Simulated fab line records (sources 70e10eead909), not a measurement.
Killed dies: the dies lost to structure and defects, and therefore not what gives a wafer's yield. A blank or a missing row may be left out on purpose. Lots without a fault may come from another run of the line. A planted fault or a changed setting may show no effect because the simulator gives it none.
A lot that was struck, set against a sound lot    flow nand harc    14 steps out of a route of 1302
Sound: these wafers, L323.3, L323.5, L323.6. Struck: wafers L336.3, L336.4, L336.6. Last of all comes the cause.
At each step with rows: each side's tool, then ch and its chambers, then its first start. Under that, the readings that differ: sound wafers    struck wafers    difference of the means    sigmas: that difference in standard deviations of wafers without a fault.
alike: words and numbers the same on both sides, and readings whose means are apart by under 2 such deviations; not compared: readings that were withheld, readings missing a value for some wafer, numbers with overlapping values and no deviation given by the record, and bounds like >300 which may hide the same value.
The two part at a step that has a row with sigmas, a row that says differs or no value, or rows on one side only. Numbers that don't overlap but have no deviation are shown without sigmas and don't part them. Lack of a reading on every wafer of one side parts them only where that side has two or more wafers.

first, 1 step without rows for these wafers: NHARC_A_ONON_D1_DEP_00 (target thk 1000 nm).
NHARC_A_ONON_D1_THK_MEAS_02: measures by ellipsometry.
  sound on film metro-01, day 10 01:41; struck on film metro-01, day 15 05:18
  alike: thk nm
then NHARC_A_ONON_D1_DEP_03 (target thk 1000 nm), 1 step lacking rows for these wafers.
NHARC_A_ONON_D1_THK_MEAS_05: measures by ellipsometry.
  sound on film metro-02, day 10 02:16; struck on film metro-02, day 15 05:52
  alike: thk nm
then NHARC_A_ONON_D1_DEP_06 (target thk 1000 nm), 1 step lacking rows for these wafers.
NHARC_A_ONON_D1_THK_MEAS_08: measures by ellipsometry.
  sound on film metro-02, day 10 02:49; struck on film metro-01, day 15 06:26
reading      sound           struck       difference  sigmas
thk nm (nm)  1028 1029 1029  999 999 999  -30         -3
then NHARC_A_ONON_D1_DEP_09 (target thk 1000 nm), 1 step lacking rows for these wafers.
NHARC_A_ONON_D1_THK_MEAS_11: measures by ellipsometry.
  sound on film metro-01, day 10 03:23; struck on film metro-02, day 15 07:01
  alike: thk nm
then NHARC_A_ONON_D1_DEP_12 (target thk 1000 nm), 1 step lacking rows for these wafers.
NHARC_A_ONON_D1_THK_MEAS_14: measures by ellipsometry.
  sound on film metro-01, day 10 03:58; struck on film metro-02, day 15 07:35
  alike: thk nm
then, 1 step without rows for these wafers: NHARC_A_ONON_D1_ANNEAL_15 (time 3600 s).
NHARC_A_ONON_D1_DEP_16: target thk 1000 nm.
  sound on pecvd onon-02 ch 0, day 10 13:28; struck on pecvd onon-02 ch 0, day 15 14:55
NHARC_A_ONON_D1_THK_MEAS_18: measures by ellipsometry.
  sound on film metro-01, day 10 13:51; struck on film metro-02, day 15 15:18
reading      sound           struck          difference  sigmas
thk nm (nm)  1002 1003 1004  1079 1082 1080  +77         +8
then NHARC_A_ONON_D1_DEP_19 (target thk 1000 nm), 1 step lacking rows for these wafers.

== WHERE THEY PART ==
First at NHARC_A_ONON_D1_THK_MEAS_08; last, within this record, at NHARC_A_ONON_D1_THK_MEAS_18.

WHY: the cause the simulator had injected
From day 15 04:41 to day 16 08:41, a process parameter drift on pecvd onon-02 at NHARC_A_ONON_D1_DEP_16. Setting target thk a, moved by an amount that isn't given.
